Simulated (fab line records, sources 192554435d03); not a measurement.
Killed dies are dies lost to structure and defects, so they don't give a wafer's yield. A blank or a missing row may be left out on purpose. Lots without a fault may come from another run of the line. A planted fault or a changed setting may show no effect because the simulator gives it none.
Split-lot experiment | flow n5_finfet | 7 lots, 21 wafers read, on a route of 1938 steps

THE SPLIT
At N5_BEOL_M13_COAT_66 (time 60 s, resist thk 110 nm), the setting spin_rpm was moved away from the recipe's 1500 rpm on 7 of the 21 wafers read, by -8.5% to +4.3%. The other wafers ran this setting at the recipe's value.

The reading is taken at the split's own step.

THE READING
SiARC_of_BEOL_M13_COAT_66.thk_nm (the simulator's own value, which no gauge read), in nm, at N5_BEOL_M13_COAT_66 (time 60 s, resist thk 110 nm). The file gives no usual value for it. The 14 wafers here that ran the recipe average 110.2 nm, standard deviation 0.31 nm.

wafer  | tool, chamber at the split | spin_rpm as run, rpm | against the recipe | SiARC_of_BEOL_M13_COAT_66.thk_nm, nm | against lot-mates on the recipe
L074.2 | litho_track-02, 0          | 1500                 | recipe             | 110                                  | -
L074.4 | litho_track-02, 0          | 1500                 | recipe             | 110                                  | -
L074.6 | litho_track-02, 0          | 1500                 | recipe             | 110.2                                | -
L075.2 | litho_track-05, 0          | 1500                 | recipe             | 110.2                                | -
L075.5 | litho_track-05, 0          | 1542                 | +2.8%              | 108.4                                | -1.8
L075.6 | litho_track-05, 0          | 1542                 | +2.8%              | 108.2                                | -2.0
L080.1 | litho_track-02, 0          | 1500                 | recipe             | 110.4                                | -
L080.5 | litho_track-02, 0          | 1500                 | recipe             | 110.4                                | -
L080.4 | litho_track-02, 0          | 1564                 | +4.3%              | 107.8                                | -2.6
L086.2 | litho_track-02, 0          | 1373                 | -8.5%              | 115.2                                | +5.2
L086.4 | litho_track-02, 0          | 1373                 | -8.5%              | 115                                  | +5.0
L086.5 | litho_track-02, 0          | 1500                 | recipe             | 110                                  | -
L087.1 | litho_track-03, 0          | 1500                 | recipe             | 110.2                                | -
L087.2 | litho_track-03, 0          | 1500                 | recipe             | 109.8                                | -
L087.6 | litho_track-03, 0          | 1500                 | recipe             | 110.6                                | -
L095.1 | litho_track-05, 0          | 1500                 | recipe             | 111                                  | -
L095.2 | litho_track-05, 0          | 1446                 | -3.6%              | 112.8                                | +1.8
L095.4 | litho_track-05, 0          | 1446                 | -3.6%              | 112.8                                | +1.8
L096.1 | litho_track-02, 0          | 1500                 | recipe             | 109.8                                | -
L096.2 | litho_track-02, 0          | 1500                 | recipe             | 110.2                                | -
L096.4 | litho_track-02, 0          | 1500                 | recipe             | 110.4                                | -

THE FIT
A straight line over all 21 wafers: SiARC_of_BEOL_M13_COAT_66.thk_nm changes by -0.601 nm for each +1% of spin_rpm; r = -0.99; the points scatter about the line by 0.32 nm.
The same after taking each lot's own level away (the mean of its wafers on the recipe; 21 wafers): -0.6 nm for each +1%; r = -0.99; scatter 0.21 nm.
On that fit, the largest move of spin_rpm shifts the reading by 5.1 nm.
The lots' own levels span 110.00 to 111.00 nm, that is 3.2 times the standard deviation above.
So the lot-to-lot level changes the slope little: the two slopes agree.
Check: with one of the wafers moved furthest among these (-8.5%) left out of the fit, the line predicts +4.92 nm for it against its lot-mates. It came out at +5.2 nm against them.

OTHER SPLITS ON THESE WAFERS
These wafers also went through other splits before the reading. Each is held against what the fit with the lots' levels taken away leaves over:
other split on the same wafers    | wafers away from the commonest value | r with SiARC_of_BEOL_M13_COAT_66.thk_nm (lot level and that fit taken away)
N5_BEOL_M9_ILD_DEP_00 time_s      | 4                                    | +0.11
N5_BEOL_M9_ETCH_65 bias_w         | 5                                    | +0.27
N5_BEOL_M9_TRENCH_ETCH_37 bias_w  | 5                                    | -0.14
N5_BEOL_M10_COAT_63 spin_rpm      | 6                                    | -0.07
N5_BEOL_M11_COAT_59 spin_rpm      | 9                                    | -0.21
N5_BEOL_M12_TRENCH_ETCH_34 time_s | 3                                    | -0.39
N5_BEOL_M12_SPUTTER_45 time_s     | 3                                    | +0.24

THE FILE'S OWN FIT
SiARC_of_BEOL_M13_COAT_66.thk_nm changes by -0.597 nm for each +1% of spin_rpm, r = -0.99.
